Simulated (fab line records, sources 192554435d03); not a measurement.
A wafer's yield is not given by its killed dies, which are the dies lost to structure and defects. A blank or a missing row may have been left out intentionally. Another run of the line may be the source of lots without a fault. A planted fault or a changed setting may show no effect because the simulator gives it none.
fab line records	flow n5-finfet
[record] lots = 7	wafers = 21	last-day = 18
route steps=1938 shown MOL_CONTACT_COAG@576 PASSIVATION@1936
lots that met no fault: from a run of the same line without faults
start-h: the number of hours between the record's first day and the start of the first shown wafer of the lot	wait-h: how many hours have passed since the lot's step before this one	" same as the row above	L1.1+2: a row that stands for several wafers	- value missing, or start not given	* or withheld: withheld	< > ~ a bound
route shown NAME@n: names a module that has steps shown in the file, with the first one's number in the route	usual: mean/standard deviation of fault-free wafers	same: alike in all rows	chamber/n: place in a boat	sites: the reading at each site	_std_site: the standard deviation of these	_edge_site: outer sites' mean less inner sites'	radius-mm: how far each site lies from the wafer's centre	mask NAME#n: copy n	behind: the most recent tool/chamber to have shaped the wafer	hold: why the lot went on hold/how many hours it stayed there/how the hold came to an end	device: whichever transistor did not switch (one of n, p or np)	end of line: tests run on the same wafers once the route is complete	for a step that has no rows: nothing shown but its recipe	killed: count of dies lost to structure and defects at first sort (not the wafer's yield)	map: dies across one wafer; x = killed, . = not, _ = none there
set.NAME: the setting the step ran with; set.NAME@STEP: the setting that earlier step ran with	model.NAME: the simulator's own value behind a step, which no gauge read
lots at some steps of the route; a table a step, a row a wafer
services: the hour from which a tool's chamber was out of use, counted from the record's first day as start-h (under 0 if before that day), plus the number of hours and why
[[steps]]
[step N5_MOL_CONTACT_COAG_DESCUM_88]
[recipe] chemistry = O2	time-s = 7	source-power-w = 50	bias-power-w = 20	pressure-mtorr = 20	rf-frequency-hz = 2.712e+07	temp-c = 40	resist = CAR-EUV	o2-flow-sccm = 225
[step N5_MOL_CONTACT_COAG_ETCH_89]
[recipe] chemistry = N2/H2	target = underlayer	target-depth-a = 130	mask-material = CAR-EUV	time-s = 10.4	ion-energy-ev = 200	pressure-mtorr = 30	source-w = 840	bias-w = 150	n2-flow-sccm = 200	h2-flow-sccm = 200	ends = cleared
[step N5_MOL_CONTACT_COAG_ETCH_90]
[recipe] chemistry = CF4	target = SiARC	target-depth-a = 130	mask-material = CAR-EUV	time-s = 21.7	ion-energy-ev = 80	pressure-mtorr = 40	source-w = 545	bias-w = 36	Ar_flow_sccm = 100	cf4-flow-sccm = 100	ends = cleared
[usual] chamber-pressure-mTorr = 40.00/0.035	drypump-motor-current-A = 5.6/0.65	etch-rf-on-time-s = 21.5/0.44	oes-product-au = 0.70/0.079	rf-fwd-power-W = 532.0/2.1	rf-vpp-V = 183.5/1.1	showerhead-plenum-p-Torr = 2.11/0.063	throttle-valve-pct = 15.61/0.24
lot.wafer	tool	chamber	start-h	wait-h	chamber-pressure-mTorr	drypump-motor-current-A	etch-rf-on-time-s	oes-product-au	rf-fwd-power-W	rf-hours-counter-h	rf-vpp-V	showerhead-plenum-p-Torr	throttle-valve-pct
L371.3	rie-diel-04	2	113.60	0.0	40.04	5.9	21.4	0.61	531.6	201	183.6	2.13	15.84
L371.4	"	3	"	"	39.99	5.6	21.1	0.76	538.5	40	183.6	2.11	15.72
L371.6	"	0	"	"	40.11	5.5	21.7	0.65	531.6	-	183.5	2.07	15.58
L374.2	rie-diel-03	1	139.47	0.0	39.98	6.6	21.8	0.59	530.2	214	183.0	2.04	15.88
L374.3	"	0	"	"	39.99	5.0	21.6	0.78	533.4	25	184.6	2.19	15.66
L374.5	"	3	"	"	40.04	6.5	21.2	0.82	533.9	-	185.1	2.28	15.26
L385.4	rie-diel-06	1	195.06	0.0	40.02	4.8	21.4	0.69	532.9	100	182.2	2.07	15.62
L385.5	"	0	"	"	39.98	5.2	21.9	0.71	532.5	-	182.3	2.10	15.63
L385.6	"	1	"	"	39.99	4.8	21.5	0.69	532.9	-	182.6	2.07	15.63
L386.1	rie-diel-03	2	199.09	0.0	39.98	4.8	21.3	0.76	529.1	39	182.8	2.09	15.18
L386.3	"	1	"	"	40.00	6.6	21.4	0.58	529.1	235	183.3	2.03	15.93
L386.6	"	2	"	"	40.05	4.8	21.4	0.75	534.1	-	184.6	2.09	15.20
L387.2	rie-diel-06	2	207.48	0.0	40.01	5.4	22.1	0.60	531.8	234	182.5	2.03	15.89
L387.3	"	0	"	"	40.03	5.2	21.8	0.71	536.1	72	182.1	2.10	15.63
L387.5	"	0	"	"	40.00	5.2	22.1	0.70	533.5	-	182.7	2.10	15.64
L390.1	rie-diel-04	2	223.12	0.0	39.95	5.8	21.4	0.59	530.7	244	182.6	2.12	15.95
L390.4	"	3	"	"	40.00	5.7	21.0	0.72	536.7	81	183.0	2.09	15.80
L390.6	"	3	"	"	40.00	5.7	20.9	0.72	536.8	-	184.5	2.09	15.81
L391.1	rie-diel-04	3	232.32	0.0	39.98	5.6	20.9	0.71	536.1	84	182.0	2.09	15.82
L391.3	"	1	"	"	40.01	6.1	20.6	0.72	531.7	69	183.5	2.08	15.41
L391.5	"	3	"	"	40.02	5.6	21.0	0.71	538.7	-	182.0	2.09	15.82
[step N5_MOL_CONTACT_COAG_ALD_131]
[recipe] material = SiO2	target-thk-a = 50	temp-c = 100	ald-precursor-family = BDEAS	ald-co-reactant = O2-plasma	pulse-time-s = 1	co-reactant-pulse-time-s = 1	purge-time-s = 2	co-reactant-purge-time-s = 2	ald-cycles = 35	pressure-torr = 2
[step N5_MOL_CONTACT_COAG_ETCHBACK_132]
[recipe] chemistry = CHF3	target = SiO2	target-depth-a = 100	time-s = 6.7	ion-energy-ev = 200	pressure-mtorr = 30	source-w = 610	bias-w = 170	Ar_flow_sccm = 200	CHF3_flow_sccm = 50
[usual] chamber-pressure-mTorr = 29.999/0.027	drypump-motor-current-A = 5.7/0.61	oes-product-au = 0.82/0.094	rf-vpp-V = 520/10	showerhead-plenum-p-Torr = 2.34/0.074	throttle-valve-pct = 18.73/0.26
lot.wafer	tool	chamber	start-h	wait-h	chamber-pressure-mTorr	drypump-motor-current-A	oes-product-au	rf-hours-counter-h	rf-vpp-V	showerhead-plenum-p-Torr	throttle-valve-pct
L371.3	rie-diel-04	2	113.86	0.1	30.023	5.9	0.71	201	512	2.37	18.97
L371.4	"	1	"	"	30.013	6.1	0.89	31	512	2.31	18.38
L371.6	"	1	"	"	29.975	6.1	0.90	-	511	2.31	18.36
L374.2	rie-diel-04	1	139.73	0.1	30.020	6.1	0.89	36	513	2.31	18.38
L374.3	"	0	"	"	29.996	5.5	0.77	130	519	2.29	18.67
L374.5	"	1	"	"	29.945	6.1	0.89	-	512	2.31	18.39
L385.4	rie-diel-04	1	195.37	0.2	29.993	6.1	0.86	56	513	2.31	18.41
L385.5	"	0	"	"	30.008	5.5	0.74	-	519	2.28	18.72
L385.6	"	1	"	"	30.046	6.1	0.86	-	512	2.30	18.42
L386.1	rie-diel-04	2	199.35	0.1	29.964	5.8	0.69	235	511	2.36	19.01
L386.3	"	0	"	"	30.011	5.5	0.74	146	519	2.28	18.71
L386.6	"	1	"	"	29.998	6.1	0.85	-	512	2.30	18.42
L387.2	rie-diel-04	2	207.79	0.1	30.031	5.9	0.68	238	510	2.36	19.02
L387.3	"	1	"	"	29.980	6.1	0.85	60	512	2.30	18.42
L387.5	"	0	"	"	30.015	5.5	0.73	-	519	2.28	18.72
L390.1	rie-diel-06	1	223.57	0.2	30.009	4.8	0.81	109	530	2.30	18.75
L390.4	"	2	"	"	30.003	5.4	0.70	239	513	2.26	19.00
L390.6	"	2	"	"	29.981	5.4	0.70	-	512	2.26	18.99
L391.1	rie-diel-06	3	232.58	0.1	29.968	6.7	0.91	30	517	2.32	18.67
L391.3	"	2	"	"	30.001	5.4	0.69	241	513	2.26	18.99
L391.5	"	3	"	"	29.977	6.7	0.91	-	517	2.32	18.67
[step N5_MOL_CONTACT_COAG_ETCH_91]
[recipe] chemistry = N2/H2	target = SOC	target-depth-a = 600	overetch-a = 210	mask-material = SiARC	temp-c = 40	time-s = 101.2	ion-energy-ev = 200	pressure-mtorr = 30	source-w = 840	bias-w = 150	n2-flow-sccm = 200	h2-flow-sccm = 200
[usual] chamber-pressure-mTorr = 29.998/0.025	drypump-motor-current-A = 5.7/0.61	oes-product-au = 0.68/0.072	rf-fwd-power-W = 834/3.3	rf-vpp-V = 522.7/2.1	showerhead-plenum-p-Torr = 2.50/0.071	throttle-valve-pct = 17.85/0.25
lot.wafer	tool	chamber	start-h	wait-h	chamber-pressure-mTorr	drypump-motor-current-A	oes-product-au	rf-fwd-power-W	rf-hours-counter-h	rf-vpp-V	showerhead-plenum-p-Torr	throttle-valve-pct
L371.3	rie-diel-04	2	113.89	0.0	30.006	5.9	0.60	835	201	522.9	2.52	18.05
L371.4	"	1	"	"	29.996	6.1	0.74	836	31	522.2	2.49	17.52
L371.6	"	1	"	"	29.974	6.2	0.74	834	-	521.4	2.49	17.54
L374.2	rie-diel-04	1	139.77	0.0	30.002	6.1	0.73	833	36	522.0	2.49	17.55
L374.3	"	0	"	"	30.008	5.5	0.64	835	130	520.9	2.45	17.84
L374.5	"	1	"	"	29.960	6.1	0.73	836	-	523.4	2.49	17.53
L385.4	rie-diel-04	1	195.40	0.0	29.991	6.1	0.71	833	56	522.6	2.48	17.56
L385.5	"	0	"	"	29.982	5.5	0.62	829	-	521.4	2.44	17.86
L385.6	"	1	"	"	30.025	6.1	0.70	835	-	523.1	2.48	17.56
L386.1	rie-diel-04	2	199.38	0.0	29.976	5.8	0.57	835	235	523.8	2.51	18.10
L386.3	"	0	"	"	30.067	5.5	0.62	829	146	522.6	2.44	17.86
L386.6	"	1	"	"	30.007	6.1	0.70	835	-	521.3	2.48	17.57
L387.2	rie-diel-04	2	207.82	0.0	30.018	5.9	0.57	835	238	523.1	2.51	18.10
L387.3	"	1	"	"	30.000	6.1	0.70	834	60	522.8	2.48	17.56
L387.5	"	0	"	"	30.007	5.5	0.63	826	-	521.6	2.44	17.85
L390.1	rie-diel-06	1	223.60	0.0	29.987	4.9	0.68	835	109	521.4	2.46	17.87
L390.4	"	2	"	"	30.007	5.4	0.59	834	239	521.6	2.41	18.23
L390.6	"	2	"	"	29.970	5.4	0.59	832	-	519.9	2.41	18.22
L391.1	rie-diel-06	3	232.61	0.0	29.962	6.7	0.76	833	30	522.3	2.48	17.76
L391.3	"	2	"	"	29.992	5.4	0.59	831	241	521.4	2.41	18.23
L391.5	"	3	"	"	30.024	6.7	0.77	835	-	522.6	2.48	17.75
[step N5_MOL_CONTACT_COAG_STRIP_92]
[recipe] chemistry = N2/H2	temp-c = 40	n2-flow-sccm = 200	h2-flow-sccm = 200	rf-frequency-hz = 6e+07
[step N5_MOL_CONTACT_COAG_STRIP_93]
[recipe] chemistry = N2/H2	temp-c = 40	n2-flow-sccm = 200	h2-flow-sccm = 200	rf-frequency-hz = 6e+07
[step N5_MOL_CONTACT_COAG_ETCHBACK_135]
[recipe] chemistry = CHF3	target = SiO2	target-depth-a = 250	time-s = 16.7	ion-energy-ev = 200	pressure-mtorr = 30	source-w = 610	bias-w = 170	Ar_flow_sccm = 200	CHF3_flow_sccm = 50
[step N5_MOL_CONTACT_COAG_STRIP_118]
[recipe] chemistry = CHF3	resist = SiARC	rf-frequency-hz = 6e+07
[step N5_MOL_CONTACT_COAG_VIA_ETCH_46]
[recipe] chemistry = C4F6/O2	target-depth-a = 460	overetch-a = 92	mask-material = SOC	target = SiO2	bias-w = 455	pressure-mtorr = 10	time-s = 40	source-w = 325	Ar_flow_sccm = 300	C4F6_flow_sccm = 10	O2_flow_sccm = 10	ion-energy-ev = 575.3	ends = end-point
[usual] chamber-pressure-mTorr = 10.000/0.009	drypump-motor-current-A = 5.7/0.61	oes_f_703_au = 0.82/0.087	oes-product-au = 0.73/0.078	rf-fwd-power-W = 322.5/1.3	rf-vpp-V = 1575/28	showerhead-plenum-p-Torr = 2.79/0.088	throttle-valve-pct = 41.0/0.42
lot.wafer	tool	chamber	start-h	wait-h	chamber-pressure-mTorr	drypump-motor-current-A	oes_f_703_au	oes-product-au	rf-fwd-power-W	rf-hours-counter-h	rf-vpp-V	showerhead-plenum-p-Torr	throttle-valve-pct
L371.3	rie-diel-04	2	114.01	0.0	10.011	5.9	0.73	0.64	322.6	201	1553	2.83	41.3
L371.4	"	1	"	"	10.000	6.1	0.93	0.80	321.5	31	1557	2.77	40.6
L371.6	"	1	"	"	10.015	6.2	0.92	0.78	323.3	-	1554	2.77	40.6
L374.2	rie-diel-04	1	139.89	0.0	10.001	6.1	0.92	0.78	322.5	36	1555	2.76	40.6
L374.3	"	0	"	"	9.995	5.5	0.75	0.68	320.8	130	1574	2.73	41.1
L374.5	"	1	"	"	10.001	6.1	0.91	0.78	321.4	-	1554	2.76	40.6
L385.4	rie-diel-04	1	195.53	0.0	9.993	6.1	0.88	0.76	322.0	56	1554	2.76	40.6
L385.5	"	0	"	"	9.987	5.5	0.74	0.67	321.2	-	1572	2.72	41.1
L385.6	"	1	"	"	9.992	6.1	0.88	0.76	322.4	-	1555	2.75	40.6
L386.1	rie-diel-04	2	199.51	0.0	10.012	5.8	0.72	0.63	322.2	235	1552	2.81	41.4
L386.3	"	0	"	"	9.999	5.5	0.74	0.68	320.4	146	1573	2.72	41.1
L386.6	"	1	"	"	9.997	6.1	0.88	0.76	321.3	-	1554	2.75	40.6
L387.2	rie-diel-04	2	207.95	0.0	10.006	5.9	0.72	0.61	322.3	238	1550	2.81	41.3
L387.3	"	1	"	"	9.992	6.1	0.89	0.75	322.7	60	1554	2.75	40.6
L387.5	"	0	"	"	9.994	5.5	0.74	0.67	322.0	-	1572	2.72	41.1
L390.1	rie-diel-06	1	223.72	0.0	10.006	4.8	0.78	0.72	322.9	109	1600	2.74	41.1
L390.4	"	2	"	"	10.000	5.3	0.70	0.65	321.9	239	1554	2.70	41.4
L390.6	"	2	"	"	9.993	5.4	0.70	0.64	321.4	-	1555	2.70	41.4
L391.1	rie-diel-06	3	232.73	0.0	9.988	6.7	0.90	0.81	322.0	30	1566	2.77	40.7
L391.3	"	2	"	"	9.995	5.4	0.70	0.63	320.8	241	1553	2.70	41.4
L391.5	"	3	"	"	10.002	6.7	0.90	0.84	322.5	-	1566	2.77	40.7
[step N5_MOL_CONTACT_COAG_STRIP_96]
[recipe] chemistry = N2/H2	power-w = 500	temp-c = 40	pressure-mtorr = 50	rf-frequency-hz = 6e+07	overash-fraction = 0.3	bias-power-w = 28	h2-frac = 0.5	n2-flow-sccm = 300	h2-flow-sccm = 300
[step N5_MOL_CONTACT_COAG_ETCH_47]
[recipe] chemistry = CH3F/O2	target = SiNx	target-depth-a = 270	mask-material = SiO2	stop-on = W	over-etch-frac = 0.2	ion-energy-ev = 120	endpoint = OES-CN	pressure-mtorr = 30	source-w = 395	bias-w = 73	Ar_flow_sccm = 150	CH3F_flow_sccm = 30	O2_flow_sccm = 20	ends = end-point
[usual] chamber-pressure-mTorr = 30.002/0.027	drypump-motor-current-A = 5.7/0.61	etch-rf-on-time-s = 31.0/0.64	oes_f_703_au = 0.82/0.082	oes-product-au = 0.73/0.083	rf-fwd-power-W = 386.2/2	rf-vpp-V = 295/5.6	showerhead-plenum-p-Torr = 1.97/0.064	throttle-valve-pct = 16.35/0.25
lot.wafer	tool	chamber	start-h	wait-h	chamber-pressure-mTorr	drypump-motor-current-A	etch-rf-on-time-s	oes_f_703_au	oes-product-au	rf-fwd-power-W	rf-hours-counter-h	rf-vpp-V	showerhead-plenum-p-Torr	throttle-valve-pct	model.etch.t-clear-s	model.etch.over-etch-s
L371.3	rie-diel-04	2	114.12	0.0	29.999	5.8	31.5	0.75	0.63	386.5	201	290	1.99	16.58	26.22	5.244
L371.4	"	1	"	"	29.989	6.1	30.6	0.91	0.81	385.0	31	292	1.95	16.02	25.45	5.089
L371.6	"	1	"	"	29.996	6.1	30.2	0.92	0.80	386.8	-	291	1.95	16.03	25.2	5.039
L374.2	rie-diel-04	1	140.00	0.0	29.951	6.1	30.1	0.91	0.79	384.0	36	292	1.95	16.03	25.04	5.009
L374.3	"	0	"	"	29.980	5.5	31.4	0.74	0.67	383.6	131	295	1.92	16.31	26.17	5.235
L374.5	"	1	"	"	30.008	6.1	30.1	0.91	0.80	386.1	-	292	1.95	16.04	25.13	5.027
L385.4	rie-diel-04	1	195.63	0.0	30.042	6.1	28.0	1.16	0.80	480.2	56	263	1.94	16.09	23.3	4.66
L385.5	"	0	"	"	29.942	5.5	29.1	0.97	0.69	480.5	-	266	1.91	16.34	24.22	4.843
L385.6	"	1	"	"	30.006	6.1	27.7	1.16	0.81	479.5	-	265	1.94	16.07	23.04	4.609
L386.1	rie-diel-04	2	199.61	0.0	30.025	5.9	28.9	0.96	0.66	482.3	235	262	1.97	16.62	24.05	4.809
L386.3	"	0	"	"	30.012	5.5	28.8	0.97	0.70	479.7	146	267	1.91	16.35	24	4.801
L386.6	"	1	"	"	30.047	6.1	27.8	1.15	0.81	478.3	-	263	1.94	16.05	23.16	4.632
L387.2	rie-diel-04	2	208.05	0.0	29.923	5.8	29.0	0.96	0.64	478.5	238	263	1.97	16.64	24.16	4.832
L387.3	"	1	"	"	29.998	6.1	28.0	1.15	0.79	481.1	60	265	1.94	16.08	23.31	4.661
L387.5	"	0	"	"	30.015	5.5	29.2	0.97	0.69	479.6	-	267	1.91	16.34	24.34	4.867
L390.1	rie-diel-06	1	223.83	0.0	29.985	4.9	30.6	0.78	0.72	384.0	109	301	1.93	16.37	25.49	5.098
L390.4	"	2	"	"	30.003	5.3	32.1	0.70	0.62	385.7	239	291	1.89	16.64	26.73	5.345
L390.6	"	2	"	"	30.012	5.3	32.1	0.71	0.62	386.1	-	291	1.89	16.63	26.73	5.346
L391.1	rie-diel-06	3	232.84	0.0	29.996	6.7	31.7	0.89	0.81	385.4	30	293	1.95	16.23	26.43	5.286
L391.3	"	2	"	"	30.059	5.4	32.1	0.71	0.62	385.4	241	291	1.89	16.62	26.74	5.348
L391.5	"	3	"	"	30.026	6.7	31.8	0.89	0.81	386.8	-	293	1.95	16.28	26.48	5.297
[step N5_MOL_CONTACT_COAG_STRIP_119]
[recipe] chemistry = N2/H2	time-s = 30	power-w = 1000	temp-c = 250	pressure-mtorr = withheld	n2-flow-sccm = 1750	h2-flow-sccm = 3250
[usual] drypump-motor-current-A = 5.78/0.11	heater-power-w = 296/14
lot.wafer	tool	chamber	start-h	wait-h	drypump-motor-current-A	heater-power-w	rf-hours-counter-h
L371.3	plasma-asher-02	1	114.22	0.1	5.92	300	-
L371.4	"	0	"	"	5.67	272	-
L371.6	"	1	"	"	5.93	296	-
L374.2	plasma-asher-02	0	140.08	0.1	5.68	282	103
L374.3	"	1	"	"	5.93	304	-
L374.5	"	0	"	"	5.65	277	-
L385.4	plasma-asher-01	1	195.74	0.1	5.65	302	-
L385.5	"	1	"	"	5.64	309	-
L385.6	"	0	"	"	5.84	317	-
L386.1	plasma-asher-02	1	199.69	0.1	5.95	305	115
L386.3	"	0	"	"	5.69	273	-
L386.6	"	1	"	"	5.95	295	-
L387.2	plasma-asher-01	0	208.14	0.1	5.82	309	60
L387.3	"	0	"	"	5.81	301	-
L387.5	"	0	"	"	5.83	313	-
L390.1	plasma-asher-01	1	223.94	0.1	5.68	297	63
L390.4	"	1	"	"	5.65	300	-
L390.6	"	0	"	"	5.81	303	-
L391.1	plasma-asher-01	1	232.92	0.1	5.66	305	67
L391.3	"	1	"	"	5.64	299	-
L391.5	"	1	"	"	5.65	305	-
[step N5_PASSIVATION_PROBE_49]
[usual] defect-limited-yield = 91.0/1.3	killed_at_M0_to_M3 = 36/9.5	killed_at_M4_up = 14/5.6	killed-at-contacts = 12/6.4	killed-at-front-end = 40/10	killed-at-other = 3.2/3	killed-dies = 107/15	killed-on-rim = 15/4.5	killed-open = 69/12	killed-short = 35/7.7	sort_bin_5_function = 5.3/0.91	sort_bin_6_memory = 3.3/0.65	sort-n-pass = 1073/15	sort-yield-pct = 91.0/1.3
[same] gross-dies = 1180	killed-at-back-side = 0	sort_bin_4_leakage[%] = 0	sort_bin_8_speed[%] = 0
lot.wafer	tool	chamber	start-h	wait-h	defect-limited-yield[%]	killed_at_M0_to_M3	killed_at_M4_up	killed-at-contacts	killed-at-front-end	killed-at-other	killed-dies	killed-on-rim	killed-open	killed-short	sort_bin_5_function[%]	sort_bin_6_memory[%]	sort-n-pass	sort-yield-pct[%]
L387.3	prober-01	-	391.71	0.1	90.9	32	9	8	58	0	107	17	68	36	5.1	3.5	1073	90.9
L390.1	prober-01	-	403.33	0.0	93.5	24	13	13	27	0	77	9	57	20	3.6	2.6	1103	93.5
L390.4	prober-01	-	403.48	0.2	91.3	40	13	22	25	3	103	13	76	23	5.2	3.4	1077	91.3
L390.6	prober-01	-	403.58	0.3	92.9	26	15	16	27	0	84	12	55	27	4.5	2.4	1096	92.9
// killed by level:class
L387.3 FIN_SAQP:geometric-particle:open=12 BEOL_M0_SAQP:geometric-particle:short=9 STI_FIN_REVEAL:geometric-particle:open=9 FIN_SAQP:geometric-particle:short=7 BEOL_M0_SAQP:geometric-particle:open=7 MOL_CONTACT_COAG:geometric-particle:open=7 BEOL_M2:geometric-particle:open=6 BEOL_M4:geometric-particle:open=6
L390.1 MOL_CONTACT_COAG:geometric-particle:open=11 FIN_SAQP:geometric-particle:short=7 BEOL_M4:geometric-particle:open=7 BEOL_M3:geometric-particle:open=6 BEOL_M2:geometric-particle:open=6 BEOL_M0_SAQP:geometric-particle:open=5 FIN_SAQP:geometric-particle:open=4 GATE_CUT:geometric-particle:short=4
L390.4 MOL_CONTACT_COAG:geometric-particle:open=17 FIN_SAQP:geometric-particle:open=10 BEOL_M0_SAQP:geometric-particle:open=9 BEOL_M1:geometric-particle:open=7 STI_FIN_REVEAL:geometric-particle:open=6 BEOL_M2:geometric-particle:open=6 MOL_CONTACT_COAG:geometric-particle:short=5 BEOL_M3:geometric-particle:open=5
L390.6 MOL_CONTACT_COAG:geometric-particle:open=11 BEOL_M2:geometric-particle:open=10 GATE_CUT:geometric-particle:short=5 MOL_CONTACT_COAG:geometric-particle:short=5 BEOL_M4:geometric-particle:open=5 FIN_SAQP:geometric-particle:open=4 GATE_CUT:geometric-particle:open=4 BEOL_M0_SAQP:geometric-particle:short=4
[[services]]
tool	chamber	start-h	hours	kind
rie-diel-03	-	97.60	2.8	pm
rie-diel-03	3	101.64	-	clean
rie-diel-03	3	101.64	-	consumable-replace:focus-ring
rie-diel-03	3	101.64	-	consumable-replace:showerhead
rie-diel-03	3	101.64	20.1	scheduled-down
rie-diel-03	3	101.64	20.1	vent-cycle
rie-diel-04	1	120.81	9.9	repair
rie-diel-06	3	135.20	-	clean
rie-diel-06	3	135.20	-	consumable-replace:focus-ring
rie-diel-06	3	135.20	16.4	scheduled-down
rie-diel-06	3	135.20	16.4	vent-cycle
rie-diel-04	0	148.13	8.1	repair
plasma-asher-02	-	152.51	4.4	repair
plasma-asher-01	-	181.70	2.5	repair
plasma-asher-01	-	190.16	5.4	repair
plasma-asher-02	-	224.38	9.2	repair
[[key]]
[first-sign] step = N5_MOL_CONTACT_COAG_ETCH_47	reading = rf-fwd-power-W	direction = up	sigmas = 47	usual = *	struck = *
[effect] step = N5_MOL_CONTACT_COAG_ETCH_47	reading = rf-vpp-V	direction = down	sigmas = 5.5	usual = 295	struck = 265
[model-effect] step = N5_MOL_CONTACT_COAG_ETCH_47	value = etch.t-clear-s	without = 25.76	struck = 23.73
met-at N5_MOL_CONTACT_COAG_ETCH_47
struck-wafers L385.4,L385.5,L385.6,L386.1,L386.3,L386.6,L387.2,L387.3,L387.5
rows-end L386.1,L386.3,L386.6
onset-between 140.00 195.63
[fault] kind = process-parameter-drift	tool = rie-diel-04	chamber = -	onset-h = 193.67	steps = N5_MOL_CONTACT_COAG_ETCH_47	channel = source-w	offset = 94.8	shape = step	acts-in = these-recipes-only	stated = 395
// rows-end: these wafers met a further fault down the route, and their rows from its step on are left out
